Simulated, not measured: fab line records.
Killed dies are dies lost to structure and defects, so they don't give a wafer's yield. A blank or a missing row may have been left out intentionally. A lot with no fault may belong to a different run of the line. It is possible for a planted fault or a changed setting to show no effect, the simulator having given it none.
Which tool did it? + flow nand harc + 6 lots, 18 wafers sampled, at 4 steps of a route of 1159

## WHAT EACH GAUGE READ, for each wafer
NHARC_A_ONON_D1_THK_MEAS_18: measures by ellipsometry.
| lot  | measured     | on            | thk nm (nm)    |
|------|--------------|---------------|----------------|
| L465 | day 8 20:10  | film metro-02 | 999 1000 1000  |
| L472 | day 9 18:50  | film metro-02 | 1007 1007 1003 |
| L474 | day 11 01:44 | film metro-02 | 997 996 998    |
| L481 | day 11 23:52 | film metro-01 | 997 995 995    |
| L484 | day 12 16:55 | film metro-02 | 988 989 990    |
| L487 | day 14 06:33 | film metro-02 | 1006 1005 1004 |

## TOOL THAT RAN EACH LOT (tool first, then ch and the chambers of the sampled wafers, then the start)
| lot  | NHARC_P_BONDPAD_ANNEAL_28        | NHARC_A_ZERO_WELL_ETCH_19          | NHARC_A_ONON_D1_DEP_16           |
|------|----------------------------------|------------------------------------|----------------------------------|
| L465 | rtp anneal-01 ch 0, day 7 09:47  | rie diel-01 ch 0,1,3, day 7 12:13  | pecvd onon-02 ch 0, day 8 19:43  |
| L472 | rtp anneal-01 ch 0, day 8 08:41  | rie diel-07 ch 1,3, day 8 11:07    | pecvd onon-01 ch 0, day 9 18:20  |
| L474 | rtp anneal-01 ch 0, day 9 16:53  | rie diel-07 ch 1,2,3, day 9 19:22  | pecvd onon-01 ch 0, day 11 01:13 |
| L481 | rtp anneal-02 ch 0, day 10 14:28 | rie diel-01 ch 0,1, day 10 16:49   | pecvd onon-04 ch 0, day 11 23:28 |
| L484 | rtp anneal-01 ch 0, day 11 05:36 | rie diel-01 ch 1,2, day 11 08:02   | pecvd onon-01 ch 0, day 12 16:24 |
| L487 | rtp anneal-02 ch 0, day 12 19:28 | rie diel-05 ch 1,2,3, day 12 21:54 | pecvd onon-04 ch 0, day 14 06:02 |
- NHARC_P_BONDPAD_ANNEAL_28: time 90 s.
- NHARC_A_ZERO_WELL_ETCH_19: etches the open film in N2/H2, target depth 80 nm, overetch 24 nm, time 87.88 s.
- NHARC_A_ONON_D1_DEP_16: target thk 1000 nm.

## THE ANSWER, worked out from the rows above alone
Rule: the lots themselves supply what counts as usual. Put in order of their means at a reading, lots are off if they are a third of the lots or fewer, leave a main group of 4 or more, and stand apart from it by a gap of 3 or more times the standard deviation of the main group's means; of several such gaps the widest counts. A main group is skipped when, at the precision printed for the reading in the tables above, its means are all equal. Also off: a lot with no number at a reading for which 4 or more lots have one. Where the step has rows for the other lots, those lots are counted as sound.
Across all readings shown, no lot is off: no conclusion can be drawn from this.

## WHAT THE SIMULATOR PUT IN
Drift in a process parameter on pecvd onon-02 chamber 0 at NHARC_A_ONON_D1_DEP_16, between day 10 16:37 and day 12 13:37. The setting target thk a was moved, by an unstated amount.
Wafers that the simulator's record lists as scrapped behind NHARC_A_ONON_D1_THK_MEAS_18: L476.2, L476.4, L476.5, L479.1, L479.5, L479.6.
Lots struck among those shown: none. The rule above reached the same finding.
